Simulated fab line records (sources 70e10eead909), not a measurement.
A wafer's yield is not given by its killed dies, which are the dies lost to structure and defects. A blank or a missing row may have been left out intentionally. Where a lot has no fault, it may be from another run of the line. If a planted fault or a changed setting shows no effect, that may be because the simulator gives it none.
Matching of chambers / flow nand-harc / ald-sin-04 running NHARC_P_GATE_ALD_36: 4 sister chambers
The step deposits SiNx, target thk 20 nm, pulse time 60 s, ald cycles 223. 16 wafers are shown with their chamber, then 8 later ones without.

## WAFERS WITH THEIR CHAMBER
wafer=L074.2; chamber=1; heater-power-w (W)=670; precursor-pulse-height-rel=1.026
wafer=L074.1; chamber=2; heater-power-w (W)=967; precursor-pulse-height-rel=0.985
wafer=L074.5; chamber=3; heater-power-w (W)=834; precursor-pulse-height-rel=0.976
wafer=L077.3; chamber=0; heater-power-w (W)=804; precursor-pulse-height-rel=1.012
wafer=L077.1; chamber=2; heater-power-w (W)=1001; precursor-pulse-height-rel=1.003
wafer=L077.6; chamber=0; heater-power-w (W)=808; precursor-pulse-height-rel=1.005
wafer=L081.3; chamber=3; heater-power-w (W)=836; precursor-pulse-height-rel=0.997
wafer=L081.4; chamber=0; heater-power-w (W)=819; precursor-pulse-height-rel=0.982
wafer=L081.1; chamber=1; heater-power-w (W)=680; precursor-pulse-height-rel=1.014
wafer=L081.2; chamber=2; heater-power-w (W)=1014; precursor-pulse-height-rel=0.997
wafer=L081.5; chamber=3; heater-power-w (W)=843; precursor-pulse-height-rel=1.013
wafer=L081.6; chamber=0; heater-power-w (W)=811; precursor-pulse-height-rel=0.989
wafer=L084.1; chamber=2; heater-power-w (W)=993; precursor-pulse-height-rel=1.018
wafer=L084.4; chamber=0; heater-power-w (W)=801; precursor-pulse-height-rel=0.994
wafer=L084.6; chamber=1; heater-power-w (W)=682; precursor-pulse-height-rel=0.967
wafer=L087.1; chamber=1; heater-power-w (W)=667; precursor-pulse-height-rel=1.033

SIGNATURES, as means of the wafers listed above
reading=heater-power-w; chamber 0=808.60; chamber 1=674.75; chamber 2=993.75; chamber 3=837.67; scatter within a chamber=11.5
reading=precursor-pulse-height-rel; chamber 0=0.99640; chamber 1=1.01000; chamber 2=1.00075; chamber 3=0.99533; scatter within a chamber=0.0193
Rule: for a wafer and a chamber, the distance is found by dividing, reading by reading, the gap between the wafer's reading and the chamber's mean by the reading's scatter, squaring, summing and taking the root. The wafer belongs to the nearest chamber; if the next one is less than 2 further off, it can't be placed. How the scatter is found: for the shown wafers, subtract from each reading the mean of its chamber, square and add these, divide the total by (wafers less chambers), then take the root.

## WAFERS WITH NO CHAMBER GIVEN
wafer=L087.3; heater-power-w (W)=1012; precursor-pulse-height-rel=0.989
wafer=L087.5; heater-power-w (W)=674; precursor-pulse-height-rel=1.018
wafer=L093.4; heater-power-w (W)=865; precursor-pulse-height-rel=0.953
wafer=L093.5; heater-power-w (W)=892; precursor-pulse-height-rel=1.007
wafer=L093.6; heater-power-w (W)=709; precursor-pulse-height-rel=0.952
wafer=L094.3; heater-power-w (W)=956; precursor-pulse-height-rel=0.955
wafer=L094.4; heater-power-w (W)=740; precursor-pulse-height-rel=0.980
wafer=L094.5; heater-power-w (W)=967; precursor-pulse-height-rel=1.005

## WHICH CHAMBER EACH WENT THROUGH
wafer=L087.3; from the rows above=2; in truth=2
wafer=L087.5; from the rows above=1; in truth=1
wafer=L093.4; from the rows above=3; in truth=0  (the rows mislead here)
wafer=L093.5; from the rows above=3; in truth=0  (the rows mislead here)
wafer=L093.6; from the rows above=1; in truth=1
wafer=L094.3; from the rows above=2; in truth=2
wafer=L094.4; from the rows above=can't be placed: 1 or 0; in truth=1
wafer=L094.5; from the rows above=2; in truth=2
5 of 8 placed correctly. These rows do not allow placing 1 (true chamber among the candidates in 1). Wrongly placed: 2.
